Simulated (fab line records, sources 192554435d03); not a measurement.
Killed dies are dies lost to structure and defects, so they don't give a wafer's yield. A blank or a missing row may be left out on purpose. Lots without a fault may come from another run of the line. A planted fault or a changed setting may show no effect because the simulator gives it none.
fab line records | flow n5_finfet | part 1 of 2: steps 1 to 17 of 23
record lots=5 wafers=15 last_day=19
route steps=1938 shown BEOL_M4@1047
lots that met no fault: from a run of the same line without faults
start_h: hours from the record's first day to the start of the lot's first wafer shown | wait_h: hours since the lot's step before | " the same as in the row above | L1.1+2: a row that stands for several wafers | - no value, or no start given | * or withheld: withheld | < > ~ a bound
route shown NAME@n: a module of which the file shows steps, and the number in the route of the first | usual: mean/standard deviation of fault-free wafers | same: alike in all rows | chamber/n: place in a boat | sites: the reading at each site | _std_site: their standard deviation | _edge_site: outer sites' mean less inner sites' | radius_mm: how far each site lies from the wafer's centre | mask NAME#n: copy n | behind: the tool/chamber that last shaped the wafer | hold: why the lot was held/for how many hours/how that ended | device: the transistor (n, p or np) that didn't switch | end of line: the same wafers' tests at the end of the route | a step without rows: its recipe alone | killed: dies lost to structure and defects at the first sort, not the wafer's yield | map: a wafer's dies, x killed, . not, _ none there
set.NAME: the setting as run; set.NAME@STEP: as run at that earlier step | model.NAME: the simulator's own value behind a step, which no gauge read
lots at some steps of the route; a table a step, a row a wafer
services: from which hour (start_h, from the record's first day; less than 0 if before it) a tool's chamber was out of use, for how many hours, and why
## steps
# step N5_BEOL_M4_COAT_67
# recipe resist=SOC temp_c=250 time_s=60 spin_rpm=1500 resist_thk_nm=60
# usual heater_power_total_W=500.8/1.7 resist_line_temp_C=22.99/0.11
# columns lot.wafer tool chamber start_h wait_h heater_power_total_W resist_line_temp_C
L083.3 litho_track-05 0 233.36 0.0 497.5 23.07
L083.4 " 0 " " 497.8 23.09
L083.6 " 0 " " 502.7 23.11
L088.3 litho_track-01 0 259.72 0.0 502.4 22.93
L088.5 " 0 " " 501.7 22.90
L088.6 " 0 " " 499.3 23.02
L087.1 litho_track-01 0 269.18 0.0 502.4 22.96
L087.2 " 0 " " 498.8 23.04
L087.3 " 0 " " 502.5 23.05
L094.3 litho_track-01 0 308.33 0.0 502.2 22.82
L094.4 " 0 " " 501.2 22.80
L094.6 " 0 " " 502.9 22.97
L096.1 litho_track-04 0 314.72 0.0 502.3 22.92
L096.2 " 0 " " 502.3 23.11
L096.4 " 0 " " 502.7 23.09
# step N5_BEOL_M4_COAT_68
# recipe resist=SiARC temp_c=220 time_s=60 spin_rpm=1500 resist_thk_nm=12
# usual heater_power_total_W=427.2/2 resist_line_temp_C=23.00/0.11
# columns lot.wafer tool chamber start_h wait_h heater_power_total_W resist_line_temp_C
L083.3 litho_track-05 0 - - 427.6 23.20
L083.4 " 0 " " 430.9 23.21
L083.6 " 0 " " 429.2 23.01
L088.3 litho_track-01 0 - - 425.1 23.07
L088.5 " 0 " " 428.3 22.89
L088.6 " 0 " " 430.6 22.91
L087.1 litho_track-01 0 - - 428.9 22.92
L087.2 " 0 " " 428.0 22.98
L087.3 " 0 " " 424.6 22.86
L094.3 litho_track-01 0 - - 425.6 22.95
L094.4 " 0 " " 427.8 23.05
L094.6 " 0 " " 425.2 23.02
L096.1 litho_track-04 0 - - 425.5 22.96
L096.2 " 0 " " 424.9 23.10
L096.4 " 0 " " 429.9 23.10
# step N5_BEOL_M4_COAT_76
# recipe resist=underlayer temp_c=205 time_s=60 spin_rpm=1500 resist_thk_nm=5
# usual heater_power_total_W=391.6/1.3 resist_line_temp_C=22.98/0.11
# columns lot.wafer tool chamber start_h wait_h heater_power_total_W resist_line_temp_C
L083.3 litho_track-05 0 - - 390.5 22.95
L083.4 " 0 " " 390.2 22.94
L083.6 " 0 " " 392.8 23.06
L088.3 litho_track-01 0 - - 390.8 23.02
L088.5 " 0 " " 391.3 23.05
L088.6 " 0 " " 391.7 22.86
L087.1 litho_track-01 0 - - 391.0 23.03
L087.2 " 0 " " 391.4 22.91
L087.3 " 0 " " 392.0 22.99
L094.3 litho_track-01 0 - - 392.7 23.14
L094.4 " 0 " " 390.4 23.05
L094.6 " 0 " " 393.6 23.04
L096.1 litho_track-04 0 - - 390.3 23.01
L096.2 " 0 " " 390.9 23.00
L096.4 " 0 " " 389.8 22.95
# step N5_BEOL_M4_COAT_22
# recipe resist=CAR-EUV spin_rpm=1500 resist_thk_nm=30
# usual resist_line_temp_C=23.01/0.11
# columns lot.wafer tool chamber start_h wait_h resist_line_temp_C
L083.3 litho_track-05 0 - - 23.23
L083.4 " 0 " " 23.16
L083.6 " 0 " " 23.18
L088.3 litho_track-01 0 - - 22.88
L088.5 " 0 " " 22.86
L088.6 " 0 " " 23.06
L087.1 litho_track-01 0 - - 23.14
L087.2 " 0 " " 23.11
L087.3 " 0 " " 23.12
L094.3 litho_track-01 0 - - 22.98
L094.4 " 0 " " 23.04
L094.6 " 0 " " 22.98
L096.1 litho_track-04 0 - - 22.97
L096.2 " 0 " " 23.14
L096.4 " 0 " " 23.05
# step N5_BEOL_M4_EBR_24
# recipe solvent=PGMEA ebr_width_mm=1.5
# usual resist_line_temp_C=23.01/0.097
# same ebr_width_mm=1.5
# columns lot.wafer tool chamber start_h wait_h resist_line_temp_C
L083.3 litho_track-05 0 - - 23.01
L083.4 " 0 " " 22.96
L083.6 " 0 " " 23.10
L088.3 litho_track-01 0 - - 22.96
L088.5 " 0 " " 23.05
L088.6 " 0 " " 23.04
L087.1 litho_track-01 0 - - 23.16
L087.2 " 0 " " 23.22
L087.3 " 0 " " 23.14
L094.3 litho_track-01 0 - - 22.87
L094.4 " 0 " " 23.02
L094.6 " 0 " " 23.11
L096.1 litho_track-04 0 - - 23.04
L096.2 " 0 " " 22.98
L096.4 " 0 " " 23.07
# step N5_BEOL_M4_SOFTBAKE_23
# recipe temp_c=110 time_s=60 resist=CAR-EUV
# usual heater_power_total_W=175.3/1.6 resist_line_temp_C=22.99/0.1
# columns lot.wafer tool chamber start_h wait_h heater_power_total_W resist_line_temp_C
L083.3 litho_track-05 0 - - 173.5 22.99
L083.4 " 0 " " 177.1 23.20
L083.6 " 0 " " 175.4 22.95
L088.3 litho_track-01 0 - - 173.7 22.70
L088.5 " 0 " " 175.3 22.94
L088.6 " 0 " " 176.8 23.10
L087.1 litho_track-01 0 - - 174.3 22.87
L087.2 " 0 " " 177.4 22.87
L087.3 " 0 " " 173.9 22.95
L094.3 litho_track-01 0 - - 174.5 23.11
L094.4 " 0 " " 174.9 23.00
L094.6 " 0 " " 176.2 22.97
L096.1 litho_track-04 0 - - 176.5 22.84
L096.2 " 0 " " 177.6 22.73
L096.4 " 0 " " 177.1 22.95
# step N5_BEOL_M4_EXPOSE_25
# recipe mask_id=V3 na=0.33 source_shape=quasar sigma_inner=0.2 sigma_outer=0.8 polarization=unpolarized defocus_nm=5 dose_mj=63
# columns lot.wafer tool chamber start_h wait_h mask
L083.3+4+6 euv_scanner-02 0 233.64 - V3#0
L088.3+5+6 euv_scanner-02 0 259.88 - V3#0
L087.1+2+3 euv_scanner-01 0 269.32 - V3#0
L094.3+4+6 euv_scanner-02 0 308.61 - V3#0
L096.1+2+4 euv_scanner-02 0 314.86 - V3#0
# step N5_BEOL_M4_PEB_26
# recipe peb_temp_c=100 peb_time_s=60 resist=CAR-EUV
# usual heater_power_total_W=154.0/1 resist_line_temp_C=22.98/0.099
# columns lot.wafer tool chamber start_h wait_h heater_power_total_W resist_line_temp_C
L083.3 litho_track-05 0 233.70 0.1 155.4 22.99
L083.4 " 0 " " 152.6 22.88
L083.6 " 0 " " 154.0 22.89
L088.3 litho_track-05 0 259.94 0.1 152.8 23.13
L088.5 " 0 " " 155.4 23.01
L088.6 " 0 " " 155.7 23.04
L087.1 litho_track-04 0 269.40 0.1 152.9 23.05
L087.2 " 0 " " 155.1 22.86
L087.3 " 0 " " 155.3 22.96
L094.3 litho_track-04 0 308.67 0.1 153.9 23.26
L094.4 " 0 " " 155.5 23.18
L094.6 " 0 " " 154.7 23.24
L096.1 litho_track-04 0 314.93 0.1 153.0 23.00
L096.2 " 0 " " 152.6 22.95
L096.4 " 0 " " 152.4 23.11
# step N5_BEOL_M4_DEVELOP_27
# recipe develop_time_s=30 developer=TMAH resist=CAR-EUV rinse_liquid=surfactant_rinse dry=air_spin dev_temp_c=23
# usual resist_line_temp_C=23.01/0.11
# columns lot.wafer tool chamber start_h wait_h resist_line_temp_C
L083.3 litho_track-05 0 - - 22.89
L083.4 " 0 " " 22.95
L083.6 " 0 " " 23.05
L088.3 litho_track-05 0 - - 23.11
L088.5 " 0 " " 23.20
L088.6 " 0 " " 22.95
L087.1 litho_track-04 0 - - 22.94
L087.2 " 0 " " 23.05
L087.3 " 0 " " 23.12
L094.3 litho_track-04 0 - - 23.02
L094.4 " 0 " " 23.04
L094.6 " 0 " " 23.11
L096.1 litho_track-04 0 - - 23.11
L096.2 " 0 " " 22.90
L096.4 " 0 " " 22.90
# step N5_BEOL_M4_CD_MEAS_28
# recipe target_cd_nm=26.2 landing_energy_ev=500 detector=se_inlens target_cd_y_nm=24.1 polarity=opening
# usual cd_nm=26.01/0.26
# columns lot.wafer tool chamber start_h wait_h cd_nm
L083.3 cd_sem-01 0 233.77 - 25.88
L083.4 " 0 " " 25.88
L083.6 " 0 " " 26.09
L088.3 cd_sem-02 0 260.01 - 25.74
L088.5 " 0 " " 26.07
L088.6 " 0 " " 25.74
L087.1 cd_sem-02 0 269.47 - 25.69
L087.2 " 0 " " 26.04
L087.3 " 0 " " 26.00
L094.3 cd_sem-01 0 308.74 - 25.91
L094.4 " 0 " " 26.13
L094.6 " 0 " " 25.69
L096.1 cd_sem-03 0 315.00 - 26.11
L096.2 " 0 " " 25.91
L096.4 " 0 " " 26.02
# step N5_BEOL_M4_OVL_MEAS_29
# recipe points_per_wafer=522
# usual V3_OVL=0.1/0.67
# same points_per_wafer=522
# columns lot.wafer tool chamber start_h wait_h V3_OVL[nm]
L083.3 overlay-02 0 233.81 0.0 -0.5
L083.4 " 0 " " -0.1
L083.6 " 0 " " 0.4
L088.3 overlay-01 0 260.05 0.0 0.8
L088.5 " 0 " " 0.3
L088.6 " 0 " " 0.6
L087.1 overlay-01 0 269.50 0.0 -1.5
L087.2 " 0 " " -0.9
L087.3 " 0 " " -0.6
L094.3 overlay-02 0 308.78 0.0 0.9
L094.4 " 0 " " 1.0
L094.6 " 0 " " 0.0
L096.1 overlay-02 0 315.03 0.0 0.5
L096.2 " 0 " " 0.7
L096.4 " 0 " " -0.6
# step N5_BEOL_M4_INSPECT_30
# recipe mode=adi inspect_instrument=brightfield
# usual raw_defect_count=451/100
# columns lot.wafer tool chamber start_h wait_h raw_defect_count
L083.3 defect_inspect-01 - 233.86 0.0 396
L083.4 " - " " 629
L083.6 " - " " 379
L088.3 defect_inspect-02 - 260.09 0.0 773
L088.5 " - " " 406
L088.6 " - " " 693
L087.1 defect_inspect-02 - 269.55 0.1 544
L087.2 " - " " 707
L087.3 " - " " 537
L094.3 defect_inspect-02 - 308.83 0.1 492
L094.4 " - " " 507
L094.6 " - " " 398
L096.1 defect_inspect-02 - 315.09 0.1 429
L096.2 " - " " 540
L096.4 " - " " 512
# step N5_BEOL_M4_DESCUM_33
# recipe chemistry=O2 time_s=7 source_power_w=50 bias_power_w=20 pressure_mtorr=20 rf_frequency_hz=2.712e+07 temp_c=40 resist=CAR-EUV o2_flow_sccm=225
# usual chamber_pressure_mTorr=19.997/0.017 drypump_motor_current_A=5.5/0.46 oes_product_au=0.80/0.092 rf_fwd_power_W=49.46/0.17 rf_vpp_V=243.4/1.4 showerhead_plenum_p_Torr=2.11/0.07 throttle_valve_pct=20.44/0.25
# columns lot.wafer tool chamber start_h wait_h chamber_pressure_mTorr drypump_motor_current_A oes_product_au rf_fwd_power_W rf_hours_counter_h rf_vpp_V showerhead_plenum_p_Torr throttle_valve_pct
L083.3 rie_diel-02 2 233.89 0.0 20.005 5.2 0.75 49.68 143 244.5 2.21 20.47
L083.4 " 1 " " 20.002 5.4 0.99 49.43 7 242.8 2.07 20.50
L083.6 " 1 " " 20.022 5.4 0.99 49.45 - 243.8 2.07 20.49
L088.3 rie_diel-03 2 260.13 0.0 20.000 5.2 0.70 49.68 211 241.4 1.99 20.81
L088.5 " 1 " " 19.996 5.8 0.67 49.50 - 240.6 2.05 20.21
L088.6 " 2 " " 19.992 5.2 0.71 49.88 - 241.9 1.99 20.81
L087.1 rie_diel-03 2 269.59 0.0 19.998 5.2 0.70 49.41 214 242.3 1.99 20.82
L087.2 " 3 " " 20.015 4.9 0.87 49.62 39 244.9 2.20 20.08
L087.3 " 0 " " 20.018 5.0 0.79 49.48 71 244.1 2.11 20.37
L094.3 rie_diel-04 3 308.87 0.0 20.002 6.0 0.86 49.72 60 243.0 2.13 20.49
L094.4 " 3 " " 20.028 6.0 0.87 49.68 - 244.6 2.13 20.50
L094.6 " 1 " " 19.983 5.7 0.73 49.20 - 242.8 2.04 20.45
L096.1 rie_diel-02 2 315.28 0.2 20.010 5.2 0.73 49.61 170 245.5 2.20 20.50
L096.2 " 0 " " 20.003 6.3 0.76 49.25 128 243.0 2.11 20.88
L096.4 " 3 " " 20.032 5.7 0.84 49.42 56 243.1 2.06 20.40
# step N5_BEOL_M4_ETCH_77
# recipe chemistry=N2/H2 target=underlayer target_depth_a=65 mask_material=CAR-EUV time_s=5.2 ion_energy_ev=200 pressure_mtorr=30 source_w=840 bias_w=150 n2_flow_sccm=200 h2_flow_sccm=200 ends=cleared
# usual chamber_pressure_mTorr=30.00/0.042 drypump_motor_current_A=5.6/0.46 etch_rf_on_time_s=5.21/0.23 n2_flow_sccm=199.9/0.67 oes_product_au=0.68/0.075 rf_fwd_power_W=819.2/2.5 rf_vpp_V=524.3/2.6 showerhead_plenum_p_Torr=2.55/0.088 throttle_valve_pct=17.75/0.22
# columns lot.wafer tool chamber start_h wait_h chamber_pressure_mTorr drypump_motor_current_A etch_rf_on_time_s n2_flow_sccm oes_product_au rf_fwd_power_W rf_hours_counter_h rf_vpp_V showerhead_plenum_p_Torr throttle_valve_pct
L083.3 rie_diel-02 2 233.93 0.0 30.01 5.2 5.14 199.4 0.64 816.4 143 524.1 2.63 17.61
L083.4 " 1 " " 29.97 5.5 5.19 200.5 0.82 821.6 7 523.9 2.52 17.92
L083.6 " 1 " " 29.98 5.5 5.26 200.0 0.82 822.0 - 526.5 2.52 17.97
L088.3 rie_diel-03 2 260.16 0.0 29.96 5.2 4.97 200.7 0.61 817.7 211 521.5 2.40 17.99
L088.5 " 1 " " 29.97 5.8 5.83 200.5 0.55 820.9 - 522.5 2.50 17.74
L088.6 " 2 " " 29.99 5.2 4.99 199.6 0.61 817.4 - 520.5 2.40 17.95
L087.1 rie_diel-03 2 269.62 0.0 30.00 5.2 5.10 199.8 0.60 819.0 214 521.3 2.40 18.00
L087.2 " 3 " " 29.88 4.8 5.14 198.5 0.75 820.4 39 527.6 2.70 17.64
L087.3 " 0 " " 29.96 5.0 5.03 198.7 0.69 818.7 71 521.9 2.55 17.58
L094.3 rie_diel-04 3 308.90 0.0 30.05 6.0 5.34 200.7 0.71 819.9 60 526.9 2.60 17.91
L094.4 " 3 " " 30.04 6.0 5.32 199.8 0.73 819.3 - 525.9 2.60 17.89
L094.6 " 1 " " 30.04 5.7 5.02 199.8 0.62 821.8 - 523.3 2.53 18.10
L096.1 rie_diel-02 2 315.31 0.0 30.01 5.3 5.10 199.5 0.63 820.4 170 526.7 2.62 17.66
L096.2 " 0 " " 30.00 6.3 5.06 199.4 0.66 818.2 128 521.7 2.53 17.90
L096.4 " 3 " " 29.99 5.7 5.13 200.4 0.73 818.2 56 520.5 2.45 17.38
# step N5_BEOL_M4_ETCH_69
# recipe chemistry=CF4 target=SiARC target_depth_a=156 mask_material=CAR-EUV time_s=26 ion_energy_ev=80 pressure_mtorr=40 source_w=545 bias_w=36 Ar_flow_sccm=100 cf4_flow_sccm=100 ends=cleared
# usual chamber_pressure_mTorr=40.01/0.034 drypump_motor_current_A=5.5/0.46 etch_rf_on_time_s=26.0/0.95 oes_product_au=0.69/0.075 rf_fwd_power_W=532.4/2 rf_vpp_V=184.2/1.2 showerhead_plenum_p_Torr=2.15/0.065 throttle_valve_pct=15.58/0.23
# columns lot.wafer tool chamber start_h wait_h chamber_pressure_mTorr drypump_motor_current_A etch_rf_on_time_s oes_product_au rf_fwd_power_W rf_hours_counter_h rf_vpp_V showerhead_plenum_p_Torr throttle_valve_pct
L083.3 rie_diel-02 2 233.94 0.0 39.97 5.2 25.6 0.64 528.9 143 184.4 2.21 15.38
L083.4 " 1 " " 40.00 5.5 25.7 0.82 533.0 7 183.8 2.11 15.53
L083.6 " 1 " " 40.01 5.5 26.0 0.82 530.5 - 183.7 2.11 15.51
L088.3 rie_diel-03 2 260.18 0.0 40.00 5.2 25.3 0.60 536.0 211 182.5 2.05 15.97
L088.5 " 1 " " 39.98 5.8 28.8 0.55 534.6 - 183.3 2.10 15.53
L088.6 " 2 " " 40.06 5.2 25.3 0.60 534.8 - 184.1 2.05 15.96
L087.1 rie_diel-03 2 269.64 0.0 40.01 5.2 25.5 0.61 534.2 214 184.1 2.05 15.98
L087.2 " 3 " " 40.02 4.8 25.9 0.74 530.9 39 184.4 2.26 15.42
L087.3 " 0 " " 40.04 5.0 25.3 0.71 529.1 71 184.5 2.16 15.57
L094.3 rie_diel-04 3 308.92 0.0 40.05 6.0 26.9 0.72 533.8 60 184.1 2.15 15.55
L094.4 " 3 " " 39.98 6.0 26.6 0.72 532.5 - 185.8 2.15 15.56
L094.6 " 1 " " 40.00 5.7 25.2 0.62 532.4 - 184.5 2.11 15.81
L096.1 rie_diel-02 2 315.33 0.0 40.02 5.2 25.8 0.62 535.4 170 185.5 2.20 15.42
L096.2 " 0 " " 40.02 6.3 25.1 0.67 530.3 128 182.5 2.15 15.93
L096.4 " 3 " " 40.04 5.7 25.6 0.73 530.8 56 183.1 2.09 15.38
# step N5_BEOL_M4_ALD_98
# recipe material=SiO2 target_thk_a=25 temp_c=100 ald_precursor_family=BDEAS ald_co_reactant=O2-plasma pulse_time_s=1 co_reactant_pulse_time_s=1 purge_time_s=2 co_reactant_purge_time_s=2 ald_cycles=17 pressure_torr=2
# usual heater_power_w=75/7.2 precursor_pulse_height_rel=1.001/0.02 susceptor_temp_C=100.00/0.13
# columns lot.wafer tool chamber start_h wait_h heater_power_w precursor_pulse_height_rel susceptor_temp_C
L083.3 ald_sin-04 1 234.15 0.2 80 0.957 100.10
L083.4 " 0 " " 66 0.996 99.88
L083.6 " 2 " " 92 1.010 99.95
L088.3 ald_sin-04 1 260.26 0.1 80 1.012 100.14
L088.5 " 0 " " 65 1.028 99.97
L088.6 " 3 " " 69 1.020 99.98
L087.1 ald_sin-02 0 269.85 0.2 73 1.003 100.08
L087.2 " 1 " " 76 1.011 100.07
L087.3 " 3 " " 79 1.042 99.90
L094.3 ald_sin-04 3 309.67 0.7 69 0.976 99.98
L094.4 " 1 " " 78 1.027 100.09
L094.6 " 0 " " 64 1.007 100.29
L096.1 ald_sin-01 2 315.41 0.1 76 1.004 99.82
L096.2 " 1 " " 74 0.988 99.93
L096.4 " 0 " " 73 0.978 99.89
# step N5_BEOL_M4_ETCHBACK_99
# recipe chemistry=CHF3 target=SiO2 target_depth_a=50 time_s=10.4 source_w=215 bias_w=47 Ar_flow_sccm=200 CHF3_flow_sccm=12 ion_energy_ev=100 pressure_mtorr=30
# usual chamber_pressure_mTorr=30.01/0.034 drypump_motor_current_A=5.6/0.45 oes_ar_750_au=0.81/0.082 oes_product_au=0.81/0.09 rf_fwd_power_W=212.7/0.74 rf_vpp_V=241/6 showerhead_plenum_p_Torr=2.16/0.067 throttle_valve_pct=17.03/0.23
# columns lot.wafer tool chamber start_h wait_h chamber_pressure_mTorr drypump_motor_current_A oes_ar_750_au oes_product_au rf_fwd_power_W rf_hours_counter_h rf_vpp_V showerhead_plenum_p_Torr throttle_valve_pct
L083.3 rie_diel-02 2 237.71 3.5 29.98 5.2 0.75 0.75 213.4 144 238 2.23 16.85
L083.4 " 3 " " 30.00 5.7 0.90 0.90 213.4 29 236 2.10 16.80
L083.6 " 3 " " 29.96 5.7 0.90 0.89 211.5 - 238 2.10 16.77
L088.3 rie_diel-03 0 271.29 11.0 30.03 5.0 0.83 0.80 213.5 72 243 2.17 17.00
L088.5 " 0 " " 30.03 5.0 0.82 0.81 211.8 - 246 2.17 16.98
L088.6 " 2 " " 30.00 5.2 0.70 0.70 214.6 - 243 2.04 17.42
L087.1 rie_diel-03 0 279.86 10.0 30.02 5.0 0.83 0.81 212.3 76 244 2.16 17.01
L087.2 " 3 " " 30.02 4.9 0.84 0.88 212.5 44 254 2.29 16.91
L087.3 " 2 " " 30.02 5.2 0.70 0.70 212.7 219 241 2.04 17.42
L094.3 rie_diel-04 1 321.78 12.1 29.99 5.7 0.72 0.72 213.8 227 240 2.15 17.39
L094.4 " 3 " " 29.99 6.0 0.83 0.83 212.5 - 251 2.16 17.03
L094.6 " 1 " " 30.03 5.7 0.72 0.73 213.3 - 240 2.15 17.41
L096.1 rie_diel-02 2 344.15 28.7 29.97 5.2 0.72 0.71 212.8 183 237 2.22 16.90
L096.2 " 0 " " 30.00 6.3 0.79 0.76 213.4 141 234 2.15 17.40
L096.4 " 1 " " 30.01 5.5 0.88 0.88 212.6 - 243 2.11 17.13
